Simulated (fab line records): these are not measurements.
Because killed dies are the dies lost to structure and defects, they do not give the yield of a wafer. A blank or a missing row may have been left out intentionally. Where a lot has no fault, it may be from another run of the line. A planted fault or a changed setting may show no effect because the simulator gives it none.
fab line records    flow n5_finfet
record: lots: 6  wafers: 18  last_day: 18
route steps=1938 shown BEOL_M2@852 BEOL_M4@1111
lots that met no fault: taken from a fault-free run of the same line
start_h: hours from the record's first day to the start of the lot's first wafer shown    wait_h: hours since the lot's step before    " repeats the value in the row above    L1.1+2: a single row standing in for several wafers    - either no value or no given start    * or withheld: withheld    < > ~ a bound
route shown NAME@n: NAME is a module with steps in the file, n the number in the route of the first one    usual: mean/standard deviation of fault-free wafers    same: alike in all rows    chamber/n: place in a boat    sites: per-site readings    _std_site: the values' standard deviation    _edge_site: mean of outer sites minus mean of inner sites    radius_mm: for every site, how far away it sits from the centre of the wafer    mask NAME#n: copy n    behind: tool/chamber where the wafer was last shaped    hold: what put the lot on hold/how long, in hours/how the hold closed    device: names the non-switching transistor (n, p or np)    end of line: the same wafers' tests at the end of the route    step lacking rows: just its recipe    killed: count of dies lost to structure and defects at first sort (not the wafer's yield)    map: a wafer's dies, marking killed ones x, the rest . and places with no die _
set.NAME: the setting the step ran with; set.NAME@STEP: the setting that earlier step ran with    model.NAME: the simulator's own value behind a step, which no gauge read
lots at some steps of the route; a table a step, a row a wafer
services: when a tool's chamber went out of use (start_h, in hours from the record's first day, below 0 if earlier), for how many hours, and the reason
== steps ==
step: N5_BEOL_M2_PEB_09
recipe: peb_temp_c: 100  peb_time_s: 60  resist: CAR-EUV
step: N5_BEOL_M2_DEVELOP_10
recipe: develop_time_s: 30  developer: TMAH  resist: CAR-EUV  rinse_liquid: surfactant_rinse  dry: air_spin  dev_temp_c: 23
step: N5_BEOL_M2_CD_MEAS_11
recipe: target_cd_nm: 16.79  landing_energy_ev: 500  detector: se_inlens  polarity: opening
usual: cd_nm: 16.76/0.23
lot.wafer  tool       chamber  start_h  wait_h  cd_nm
L780.3     cd_sem-01  0        135.53   -       16.65
L780.4     "          0        "        "       16.73
L780.6     "          0        "        "       16.81
L788.1     cd_sem-01  0        185.20   -       16.47
L788.3     "          0        "        "       16.76
L788.5     "          0        "        "       17.10
L794.3     cd_sem-03  0        215.79   -       16.96
L794.4     "          0        "        "       16.82
L794.5     "          0        "        "       16.56
L801.2     cd_sem-03  0        265.55   -       16.57
L801.3     "          0        "        "       16.86
L801.4     "          0        "        "       16.97
L802.1     cd_sem-01  0        267.04   -       16.46
L802.2     "          0        "        "       16.85
L802.6     "          0        "        "       16.55
L803.1     cd_sem-02  0        271.91   -       16.49
L803.2     "          0        "        "       16.91
L803.4     "          0        "        "       16.70
step: N5_BEOL_M2_OVL_MEAS_12
recipe: points_per_wafer: 522
usual: M2_OVL: -0.1/0.72
lot.wafer  tool        chamber  start_h  wait_h  M2_OVL[nm]
L780.3     overlay-02  0        135.57   0.0     -0.6
L780.4     "           0        "        "       -0.1
L780.6     "           0        "        "       -0.4
L788.1     overlay-02  0        185.23   0.0     -0.9
L788.3     "           0        "        "       -0.8
L788.5     "           0        "        "       -0.1
L794.3     overlay-01  0        215.83   0.0     0.5
L794.4     "           0        "        "       0.1
L794.5     "           0        "        "       -0.2
L801.2     overlay-01  0        265.58   0.0     0.0
L801.3     "           0        "        "       -0.3
L801.4     "           0        "        "       -0.4
L802.1     overlay-01  0        267.07   0.0     -0.6
L802.2     "           0        "        "       0.5
L802.6     "           0        "        "       0.5
L803.1     overlay-01  0        271.94   0.0     -0.5
L803.2     "           0        "        "       -0.3
L803.4     "           0        "        "       0.1
step: N5_BEOL_M2_INSPECT_13
recipe: mode: adi  inspect_instrument: brightfield
usual: raw_defect_count: 406/81
lot.wafer  tool               chamber  start_h  wait_h  raw_defect_count
L780.3     defect_inspect-02  -        135.62   0.0     414
L780.4     "                  -        "        "       283
L780.6     "                  -        "        "       347
L788.1     defect_inspect-02  -        185.29   0.1     400
L788.3     "                  -        "        "       394
L788.5     "                  -        "        "       394
L794.3     defect_inspect-01  -        215.88   0.0     476
L794.4     "                  -        "        "       375
L794.5     "                  -        "        "       367
L801.2     defect_inspect-02  -        265.63   0.0     475
L801.3     "                  -        "        "       446
L801.4     "                  -        "        "       422
L802.1     defect_inspect-01  -        267.12   0.1     542
L802.2     "                  -        "        "       555
L802.6     "                  -        "        "       440
L803.1     defect_inspect-02  -        272.00   0.1     436
L803.2     "                  -        "        "       354
L803.4     "                  -        "        "       368
step: N5_BEOL_M2_DESCUM_16
recipe: chemistry: O2  time_s: 7  source_power_w: 50  bias_power_w: 20  pressure_mtorr: 20  rf_frequency_hz: 2.712e+07  temp_c: 40  resist: CAR-EUV  o2_flow_sccm: 225
usual: chamber_pressure_mTorr: 19.997/0.017  drypump_motor_current_A: 5.7/0.52  oes_product_au: 0.79/0.077  rf_vpp_V: 243.3/1.5  showerhead_plenum_p_Torr: 2.10/0.066  temp_c: 39.98/0.11  throttle_valve_pct: 20.30/0.26
lot.wafer  tool         chamber  start_h  wait_h  chamber_pressure_mTorr  drypump_motor_current_A  oes_product_au  rf_hours_counter_h  rf_vpp_V  showerhead_plenum_p_Torr  temp_c  throttle_valve_pct
L780.3     rie_diel-06  1        135.65   0.0     20.010                  5.2                      0.77            117                 245.5     2.21                      40.04   20.71
L780.4     "            3        "        "       19.974                  5.6                      0.77            -                   241.3     1.99                      39.97   20.11
L780.6     "            1        "        "       20.016                  5.2                      0.78            -                   244.6     2.21                      40.21   20.69
L788.1     rie_diel-02  0        185.32   0.0     20.005                  6.1                      0.81            84                  244.3     2.12                      40.16   20.02
L788.3     "            1        "        "       20.016                  5.5                      0.69            218                 244.1     2.15                      39.92   20.26
L788.5     "            0        "        "       19.972                  6.1                      0.81            -                   244.2     2.12                      40.21   20.03
L794.3     rie_diel-01  3        215.91   0.0     19.990                  5.3                      0.83            72                  242.4     2.03                      40.16   20.24
L794.4     "            0        "        "       19.973                  5.8                      0.72            181                 243.4     2.10                      39.96   20.41
L794.5     "            1        "        "       20.017                  6.4                      0.77            -                   242.0     2.03                      40.07   20.37
L801.2     rie_diel-01  0        265.92   0.3     19.981                  5.7                      0.72            197                 243.3     2.09                      40.02   20.44
L801.3     "            2        "        "       20.007                  6.2                      0.92            23                  241.1     2.07                      40.31   20.13
L801.4     "            1        "        "       20.011                  6.4                      0.76            149                 241.3     2.02                      39.94   20.39
L802.1     rie_diel-06  0        267.31   0.2     20.001                  6.7                      0.85            38                  244.8     2.14                      40.00   20.35
L802.2     "            1        "        "       19.989                  5.2                      0.73            164                 245.1     2.19                      39.99   20.77
L802.6     "            0        "        "       19.978                  6.7                      0.86            -                   243.0     2.14                      39.96   20.34
L803.1     rie_diel-01  1        272.03   0.0     20.013                  6.4                      0.76            152                 242.7     2.02                      39.97   20.41
L803.2     "            2        "        "       20.002                  6.3                      0.91            26                  241.5     2.06                      40.09   20.15
L803.4     "            3        "        "       20.007                  5.3                      0.82            90                  241.8     2.03                      40.02   20.28
step: N5_BEOL_M2_ETCH_74
recipe: chemistry: N2/H2  target: underlayer  target_depth_a: 65  mask_material: CAR-EUV  time_s: 5.2  ion_energy_ev: 200  pressure_mtorr: 30  source_w: 840  bias_w: 150  n2_flow_sccm: 200  h2_flow_sccm: 200  ends: cleared
usual: chamber_pressure_mTorr: 30.00/0.041  drypump_motor_current_A: 5.7/0.52  etch_rf_on_time_s: 5.19/0.12  n2_flow_sccm: 200.1/0.61  oes_product_au: 0.67/0.067  rf_vpp_V: 524.3/2.4  showerhead_plenum_p_Torr: 2.56/0.081  throttle_valve_pct: 17.76/0.3
lot.wafer  tool         chamber  start_h  wait_h  chamber_pressure_mTorr  drypump_motor_current_A  etch_rf_on_time_s  n2_flow_sccm  oes_product_au  rf_hours_counter_h  rf_vpp_V  showerhead_plenum_p_Torr  throttle_valve_pct
L780.3     rie_diel-06  1        135.69   0.0     30.03                   5.2                      5.31               199.8         0.66            117                 525.8     2.66                      17.89
L780.4     "            3        "        "       29.95                   5.6                      4.98               199.5         0.66            -                   522.0     2.45                      17.74
L780.6     "            1        "        "       30.00                   5.2                      5.33               199.7         0.66            -                   530.1     2.66                      17.91
L788.1     rie_diel-02  0        185.36   0.0     30.05                   6.1                      5.22               200.5         0.68            84                  525.4     2.59                      17.54
L788.3     "            1        "        "       30.02                   5.5                      5.31               200.5         0.58            218                 526.9     2.62                      17.71
L788.5     "            0        "        "       30.06                   6.1                      5.21               199.9         0.67            -                   525.5     2.59                      17.53
L794.3     rie_diel-01  3        215.95   0.0     29.96                   5.3                      5.14               200.6         0.72            72                  522.4     2.48                      17.71
L794.4     "            0        "        "       29.94                   5.8                      5.07               200.8         0.63            181                 523.9     2.53                      17.71
L794.5     "            1        "        "       30.00                   6.4                      5.19               199.8         0.66            -                   519.3     2.45                      17.68
L801.2     rie_diel-01  0        265.96   0.0     30.01                   5.8                      5.11               200.2         0.62            197                 524.1     2.52                      17.71
L801.3     "            2        "        "       29.99                   6.3                      5.24               200.8         0.77            23                  522.1     2.47                      17.26
L801.4     "            1        "        "       30.01                   6.4                      5.17               199.5         0.65            149                 522.1     2.44                      17.71
L802.1     rie_diel-06  0        267.34   0.0     29.91                   6.7                      5.08               201.1         0.73            38                  525.3     2.59                      17.73
L802.2     "            1        "        "       30.00                   5.2                      5.33               199.9         0.61            164                 527.9     2.64                      17.98
L802.6     "            0        "        "       29.98                   6.6                      5.06               200.7         0.74            -                   525.7     2.59                      17.75
L803.1     rie_diel-01  1        272.07   0.0     29.99                   6.4                      5.15               200.2         0.66            152                 522.2     2.44                      17.70
L803.2     "            2        "        "       29.97                   6.3                      5.21               200.3         0.77            26                  523.1     2.47                      17.29
L803.4     "            3        "        "       30.00                   5.3                      5.08               200.8         0.70            90                  523.6     2.47                      17.71
step: N5_BEOL_M2_ETCH_63
recipe: chemistry: CF4  target: SiARC  target_depth_a: 156  mask_material: CAR-EUV  time_s: 26  ion_energy_ev: 80  pressure_mtorr: 40  source_w: 545  bias_w: 36  Ar_flow_sccm: 100  cf4_flow_sccm: 100  ends: cleared
usual: cf4_flow_sccm: 100.0/0.31  chamber_pressure_mTorr: 40.00/0.034  drypump_motor_current_A: 5.7/0.52  etch_rf_on_time_s: 25.9/0.65  oes_product_au: 0.67/0.068  rf_vpp_V: 184.1/1.2  showerhead_plenum_p_Torr: 2.15/0.062  throttle_valve_pct: 15.53/0.26
lot.wafer  tool         chamber  start_h  wait_h  cf4_flow_sccm  chamber_pressure_mTorr  drypump_motor_current_A  etch_rf_on_time_s  oes_product_au  rf_hours_counter_h  rf_vpp_V  showerhead_plenum_p_Torr  throttle_valve_pct
L780.3     rie_diel-06  1        135.71   0.0     99.8           40.00                   5.2                      26.8               0.65            117                 183.0     2.24                      15.78
L780.4     "            3        "        "       100.2          40.02                   5.6                      25.1               0.66            -                   183.5     2.07                      15.47
L780.6     "            1        "        "       100.6          40.05                   5.2                      26.5               0.66            -                   186.0     2.24                      15.80
L788.1     rie_diel-02  0        185.38   0.0     100.5          39.93                   6.1                      26.3               0.69            84                  184.1     2.17                      15.25
L788.3     "            1        "        "       99.7           40.04                   5.5                      26.8               0.58            218                 184.7     2.21                      15.60
L788.5     "            0        "        "       100.5          40.01                   6.1                      26.2               0.69            -                   185.9     2.17                      15.27
L794.3     rie_diel-01  3        215.96   0.0     101.0          39.99                   5.3                      25.8               0.72            72                  183.5     2.09                      15.45
L794.4     "            0        "        "       100.0          40.01                   5.7                      25.6               0.63            181                 187.2     2.15                      15.61
L794.5     "            1        "        "       99.7           40.00                   6.4                      26.4               0.66            -                   181.9     2.07                      15.49
L801.2     rie_diel-01  0        265.97   0.0     99.9           40.02                   5.8                      25.4               0.62            197                 183.5     2.14                      15.65
L801.3     "            2        "        "       99.6           39.98                   6.2                      25.9               0.77            23                  181.3     2.10                      15.22
L801.4     "            1        "        "       99.8           39.97                   6.4                      26.2               0.65            149                 180.6     2.06                      15.50
L802.1     rie_diel-06  0        267.36   0.0     99.8           39.94                   6.7                      25.6               0.74            38                  183.5     2.18                      15.45
L802.2     "            1        "        "       99.7           40.00                   5.2                      27.3               0.62            164                 184.2     2.22                      15.89
L802.6     "            0        "        "       100.1          40.06                   6.7                      25.6               0.74            -                   185.1     2.18                      15.47
L803.1     rie_diel-01  1        272.08   0.0     100.2          39.97                   6.4                      26.2               0.64            152                 183.0     2.06                      15.50
L803.2     "            2        "        "       100.0          40.01                   6.3                      25.7               0.77            26                  184.6     2.10                      15.23
L803.4     "            3        "        "       99.9           40.02                   5.3                      25.5               0.70            90                  184.1     2.08                      15.49
step: N5_BEOL_M2_ETCH_64
recipe: chemistry: N2/H2  target: SOC  target_depth_a: 750  overetch_a: 225  mask_material: SiARC  temp_c: 40  time_s: 121.9  ion_energy_ev: 200  pressure_mtorr: 30  source_w: 840  bias_w: 150  n2_flow_sccm: 200  h2_flow_sccm: 200
usual: chamber_pressure_mTorr: 29.999/0.026  drypump_motor_current_A: 5.7/0.52  n2_flow_sccm: 200.0/0.62  oes_product_au: 0.60/0.056  rf_vpp_V: 524.2/2.3  showerhead_plenum_p_Torr: 2.56/0.081  temp_c: 39.99/0.11  throttle_valve_pct: 17.72/0.3
lot.wafer  tool         chamber  start_h  wait_h  chamber_pressure_mTorr  drypump_motor_current_A  n2_flow_sccm  oes_product_au  rf_hours_counter_h  rf_vpp_V  showerhead_plenum_p_Torr  temp_c  throttle_valve_pct
L780.3     rie_diel-06  1        135.73   0.0     30.011                  5.2                      199.4         0.58            117                 528.6     2.66                      39.86   17.87
L780.4     "            3        "        "       29.989                  5.6                      200.4         0.58            -                   521.6     2.45                      39.97   17.70
L780.6     "            1        "        "       29.968                  5.2                      199.8         0.58            -                   526.1     2.66                      39.92   17.86
L788.1     rie_diel-02  0        185.40   0.0     29.959                  6.1                      200.4         0.61            84                  525.7     2.59                      39.94   17.48
L788.3     "            1        "        "       29.990                  5.5                      200.9         0.53            218                 526.0     2.62                      40.06   17.67
L788.5     "            0        "        "       29.985                  6.1                      199.8         0.61            -                   525.2     2.59                      40.02   17.47
L794.3     rie_diel-01  3        215.99   0.0     29.976                  5.3                      199.7         0.63            72                  521.0     2.48                      39.87   17.67
L794.4     "            0        "        "       30.018                  5.8                      200.5         0.55            181                 524.0     2.53                      40.02   17.66
L794.5     "            1        "        "       30.021                  6.4                      201.6         0.59            -                   522.3     2.45                      40.04   17.64
L801.2     rie_diel-01  0        266.00   0.0     29.998                  5.7                      200.5         0.54            197                 524.9     2.52                      40.18   17.66
L801.3     "            2        "        "       29.999                  6.3                      200.8         0.69            23                  522.2     2.47                      40.09   17.22
L801.4     "            1        "        "       29.996                  6.4                      199.4         0.58            149                 520.9     2.44                      39.97   17.66
L802.1     rie_diel-06  0        267.39   0.0     29.996                  6.7                      199.5         0.66            38                  524.4     2.59                      39.93   17.70
L802.2     "            1        "        "       29.988                  5.2                      200.7         0.55            164                 526.3     2.64                      39.96   17.96
L802.6     "            0        "        "       30.029                  6.7                      200.2         0.65            -                   524.8     2.59                      40.02   17.69
L803.1     rie_diel-01  1        272.11   0.0     29.948                  6.4                      199.8         0.58            152                 520.7     2.44                      40.11   17.66
L803.2     "            2        "        "       29.996                  6.3                      199.9         0.68            26                  521.7     2.47                      39.93   17.23
L803.4     "            3        "        "       30.011                  5.3                      201.0         0.62            90                  520.2     2.47                      40.06   17.71
step: N5_BEOL_M2_STRIP_65
recipe: chemistry: N2/H2  temp_c: 40  n2_flow_sccm: 200  h2_flow_sccm: 200  rf_frequency_hz: 6e+07
step: N5_BEOL_M2_STRIP_75
recipe: chemistry: N2/H2  temp_c: 40  n2_flow_sccm: 200  h2_flow_sccm: 200  rf_frequency_hz: 6e+07
step: N5_BEOL_M2_STRIP_66
recipe: chemistry: CF4  resist: SiARC  power_w: 300  bias_power_w: 75  pressure_mtorr: 50  cf4_flow_sccm: 150  rf_frequency_hz: 6e+07
step: N5_BEOL_M2_HM_OPEN_17
recipe: chemistry: Cl2/BCl3  target_depth_a: 200  overetch_a: 60  target: TiN  mask_material: SOC  ion_energy_ev: 150  pressure_mtorr: 10  icp_w: 1000  bias_w: 126  Cl2_flow_sccm: 53.25  bcl3_flow_sccm: 21.75  Ar_flow_sccm: 25
usual: bcl3_flow_sccm: 21.75/0.064  chamber_pressure_mTorr: 10.001/0.0089  drypump_motor_current_A: 5.78/0.23  mfc_cl2_sccm: 53.23/0.16  oes_product_au: 0.68/0.075  throttle_valve_pct: 22.01/0.24
lot.wafer  tool          chamber  start_h  wait_h  bcl3_flow_sccm  chamber_pressure_mTorr  drypump_motor_current_A  mfc_cl2_sccm  oes_product_au  rf_hours_counter_h  throttle_valve_pct  model.SOC_of_BEOL_M2_COAT_61.thk_nm
L780.3     rie_metal-02  0        135.94   0.1     21.75           9.993                   5.51                     53.20         0.72            -                   21.92               51.8
L780.4     "             1        "        "       21.79           10.009                  5.97                     53.40         0.80            -                   21.67               52.2
L780.6     "             1        "        "       21.60           9.997                   5.96                     53.45         0.81            -                   21.67               52.4
L788.1     rie_metal-01  1        185.58   0.0     21.85           10.004                  5.97                     53.32         0.62            68                  22.40               52.4
L788.3     "             0        "        "       21.79           10.005                  5.62                     53.20         0.70            -                   21.80               50
L788.5     "             0        "        "       21.68           10.015                  5.61                     53.05         0.70            -                   21.78               50.4
L794.3     rie_metal-01  0        216.20   0.1     21.81           10.010                  5.62                     53.48         0.70            -                   21.77               50.6
L794.4     "             1        "        "       21.68           9.993                   5.95                     53.57         0.61            -                   22.37               52.8
L794.5     "             1        "        "       21.79           10.005                  5.96                     53.24         0.62            -                   22.37               52.8
L801.2     rie_metal-03  1        266.17   0.0     21.67           9.978                   6.06                     53.16         0.62            64                  22.13               52.6
L801.3     "             0        "        "       21.72           9.986                   5.48                     53.57         0.77            -                   22.15               51.8
L801.4     "             1        "        "       21.73           9.994                   6.04                     53.10         0.62            -                   22.11               52.2
L802.1     rie_metal-01  1        267.56   0.0     21.73           9.993                   5.96                     53.32         0.60            75                  22.38               52.6
L802.2     "             0        "        "       21.66           9.986                   5.61                     53.09         0.68            29                  21.79               52
L802.6     "             0        "        "       21.76           10.019                  5.60                     53.04         0.68            -                   21.81               52
L803.1     rie_metal-02  1        272.28   0.0     21.73           10.003                  5.95                     53.19         0.73            14                  21.72               52
L803.2     "             0        "        "       21.84           10.005                  5.55                     53.41         0.69            35                  21.95               51.8
L803.4     "             0        "        "       21.80           10.003                  5.52                     53.38         0.69            -                   21.93               51.6
step: N5_BEOL_M2_STRIP_19
recipe: chemistry: O2  power_w: 400  temp_c: 40  pressure_mtorr: 30  rf_frequency_hz: 6e+07  bias_power_w: 0  overash_fraction: 0.2  o2_flow_sccm: 225
usual: chamber_pressure_mTorr: 29.995/0.024  drypump_motor_current_A: 5.7/0.5  oes_product_au: 0.78/0.072  rf_vpp_V: 3.6/0.51  showerhead_plenum_p_Torr: 2.10/0.068  temp_c: 39.98/0.11  throttle_valve_pct: 16.58/0.24
lot.wafer  tool         chamber  start_h  wait_h  chamber_pressure_mTorr  drypump_motor_current_A  oes_product_au  rf_hours_counter_h  rf_vpp_V  showerhead_plenum_p_Torr  temp_c  throttle_valve_pct
L780.3     rie_diel-06  1        136.07   0.1     29.982                  5.2                      0.77            117                 4.0       2.21                      40.39   16.93
L780.4     "            2        "        "       29.974                  5.9                      0.79            -                   4.0       2.19                      39.85   16.57
L780.6     "            1        "        "       29.981                  5.2                      0.78            -                   4.5       2.21                      40.16   16.91
L788.1     rie_diel-01  1        185.69   0.1     29.989                  6.4                      0.79            119                 4.2       2.04                      39.96   16.59
L788.3     "            3        "        "       29.986                  5.3                      0.84            64                  3.5       2.04                      39.86   16.48
L788.5     "            1        "        "       29.992                  6.4                      0.79            -                   3.1       2.04                      39.99   16.59
L794.3     rie_diel-01  0        216.28   0.1     29.982                  5.8                      0.73            182                 3.5       2.10                      40.09   16.65
L794.4     "            3        "        "       29.967                  5.3                      0.84            72                  2.9       2.03                      39.95   16.48
L794.5     "            1        "        "       30.045                  6.4                      0.78            -                   4.1       2.03                      39.94   16.61
L801.2     rie_diel-06  0        266.46   0.3     29.960                  6.7                      0.87            37                  3.1       2.14                      40.05   16.54
L801.3     "            1        "        "       29.959                  5.2                      0.73            164                 3.6       2.19                      40.01   16.99
L801.4     "            3        "        "       30.044                  5.6                      0.73            178                 3.8       1.98                      39.74   16.49
L802.1     rie_diel-02  3        267.67   0.1     29.979                  5.2                      0.68            226                 4.2       2.14                      39.88   17.11
L802.2     "            2        "        "       30.002                  5.1                      0.83            86                  4.2       2.01                      40.06   16.25
L802.6     "            3        "        "       29.982                  5.2                      0.68            -                   3.8       2.14                      39.88   17.11
L803.1     rie_diel-06  2        272.39   0.1     30.021                  5.9                      0.76            152                 4.1       2.17                      40.00   16.65
L803.2     "            3        "        "       30.011                  5.6                      0.74            180                 3.3       1.98                      39.92   16.49
L803.4     "            0        "        "       29.961                  6.7                      0.87            39                  3.4       2.14                      39.94   16.57
step: N5_BEOL_M4_RC_MEAS_101
usual: DIBL_N: 35.8/1.7  DIBL_P: 35.9/1.9  IOFF_N: 0.151/0.028  IOFF_P: 0.21/0.037  ION_N: 673/12  ION_P: 463/8.3  SS_N: 71.4/0.59  SS_P: 73.2/0.63  VT_N: 250/3.2  VT_P: -250/3.7
lot.wafer  tool       chamber  start_h  wait_h  DIBL_N[mV/V]  DIBL_P[mV/V]  IOFF_N[nA/um]  IOFF_P[nA/um]  ION_N[uA/um]  ION_P[uA/um]  SS_N[mV/dec]  SS_P[mV/dec]  VT_N[mV]  VT_P[mV]
L780.3     prober-02  0        161.48   0.3     35.8          35.8          0.136          0.21           667           461           70.8          73.1          252       -249
L780.4     "          0        "        "       36.3          37.2          0.144          0.23           673           465           71.6          73.0          254       -248
L780.6     "          0        "        "       36.9          37.0          0.158          0.24           682           466           71.8          73.9          250       -246
L788.1     prober-01  0        216.07   0.0     37.1          40.5          0.185          0.26           692           482           71.4          75.0          250       -245
L788.3     "          0        "        "       33.3          35.3          0.116          0.18           664           465           70.5          73.0          253       -250
L788.5     "          0        "        "       33.6          36.8          0.135          0.20           678           474           70.4          73.4          251       -251
L794.3     prober-01  0        245.17   0.3     34.8          36.4          0.146          0.23           664           464           71.7          73.2          249       -248
L794.4     "          0        "        "       37.1          39.2          0.196          0.28           683           471           71.7          73.1          247       -243
L794.5     "          0        "        "       36.7          37.5          0.175          0.25           670           466           71.6          73.6          251       -247
L803.1     prober-01  0        304.57   0.0     35.5          34.9          0.142          0.20           663           456           70.9          73.8          251       -250
L803.2     "          0        "        "       37.1          37.4          0.171          0.24           678           469           71.3          72.9          251       -248
L803.4     "          0        "        "       35.8          35.8          0.153          0.21           674           465           71.3          73.4          251       -248
L801.2     prober-01  0        317.12   0.2     37.6          39.2          0.211          0.26           699           471           72.2          74.0          246       -247
L801.3     "          0        "        "       34.0          33.9          0.136          0.18           673           460           71.0          72.4          251       -252
L801.4     "          0        "        "       34.5          35.3          0.145          0.19           674           465           70.8          72.6          250       -250
L802.1     prober-01  0        320.78   0.0     35.8          35.6          0.145          0.21           685           471           71.3          73.0          251       -250
L802.2     "          0        "        "       35.0          34.7          0.126          0.19           655           453           70.5          72.6          256       -250
L802.6     "          0        "        "       34.9          34.1          0.126          0.19           663           452           71.5          72.9          256       -249
== services ==
tool          chamber  start_h  hours  kind
rie_diel-06   2        114.80   11.1   repair
rie_diel-06   0        134.71   -      clean
rie_diel-06   0        134.71   -      consumable_replace:focus_ring
rie_diel-06   0        134.71   19.3   scheduled_down
rie_diel-06   0        134.71   19.3   vent_cycle
rie_metal-03  0        168.32   7.0    repair
rie_metal-02  -        170.58   0.4    repair
rie_diel-01   2        173.74   -      clean
rie_diel-01   2        173.74   -      consumable_replace:focus_ring
rie_diel-01   2        173.74   24.4   scheduled_down
rie_diel-01   2        173.74   24.4   vent_cycle
rie_metal-03  0        175.32   -      clean
rie_metal-03  0        175.32   28.1   scheduled_down
rie_metal-03  0        175.32   28.1   vent_cycle
rie_diel-02   -        186.88   2.8    pm
rie_diel-01   3        202.68   8.3    repair
rie_diel-06   2        233.31   5.4    repair
rie_metal-03  -        263.04   2.5    repair
rie_metal-03  -        272.00   1.2    repair
== key ==
first_sign none at tools or gauges
model_effect: step: N5_BEOL_M2_HM_OPEN_17  value: SOC_of_BEOL_M2_COAT_61.thk_nm  without: 51.93  struck: 50.33
met_at N5_BEOL_M2_HM_OPEN_17
struck_wafers L788.3,L788.5,L794.3
baseline_loss: step: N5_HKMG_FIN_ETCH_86  wafers: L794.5
fault: kind: process_parameter_drift  tool: rie_metal-01  chamber: 0  onset_h: 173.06  steps: N5_BEOL_M2_HM_OPEN_17  channel: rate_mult  offset: 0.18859  shape: step  end_h: 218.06
baseline_loss: these wafers lose ten dies or more at that step, a loss of the line's own and not of a fault; the sort's usual values leave them out
